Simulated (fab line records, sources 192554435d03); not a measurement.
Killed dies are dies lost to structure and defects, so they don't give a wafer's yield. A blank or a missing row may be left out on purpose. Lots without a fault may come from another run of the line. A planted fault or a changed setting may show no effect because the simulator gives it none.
Which tool did it? | flow n5_finfet | 12 lots, 36 wafers sampled, at 1 step of a route of 1938

WHAT THE GAUGES READ, wafer by wafer
N5_BEOL_M8_OCD_MEAS_38.
lot  | measured     | on     | trench_depth_nm (nm)
L074 | day 9 22:22  | ocd-02 | 93.1 94.4 95.0
L077 | day 11 00:14 | ocd-02 | 95.8 92.2 95.1
L079 | day 11 04:23 | ocd-01 | 95.4 94.1 95.2
L081 | day 11 11:42 | ocd-02 | 95.6 96.2 97.2
L083 | day 11 21:58 | ocd-02 | 94.0 93.5 93.1
L084 | day 12 04:41 | ocd-01 | 97.0 94.5 93.3
L089 | day 13 16:05 | ocd-01 | 95.9 92.3 92.4
L086 | day 13 19:05 | ocd-01 | 90.1 93.2 93.6
L091 | day 15 04:29 | ocd-01 | 91.0 94.7 95.2
L094 | day 15 11:42 | ocd-02 | 95.9 91.3 96.7
L096 | day 16 09:05 | ocd-02 | 95.0 93.4 93.8
L097 | day 16 13:53 | ocd-01 | 93.0 95.7 92.7

WHICH TOOL RAN EACH LOT (tool, then ch and the chambers of the sampled wafers, then the start)
The record holds no process step before these readings.

THE ANSWER, worked out from the rows above alone
Rule: what is usual is taken from the lots themselves. Put in order of their means at a reading, lots are off if they are a third of the lots or fewer, leave a main group of 4 or more, and stand apart from it by a gap of 3 or more times the standard deviation of the main group's means; of several such gaps the widest counts. A main group whose means are all the same, to the digits that the tables above print for the reading, isn't used. A lot without any number at a reading at which 4 lots or more have one is off too. The other lots that the step has rows for count as sound.
No lot is off at any reading shown: from this, nothing can be told.

WHAT THE SIMULATOR HAD PUT IN
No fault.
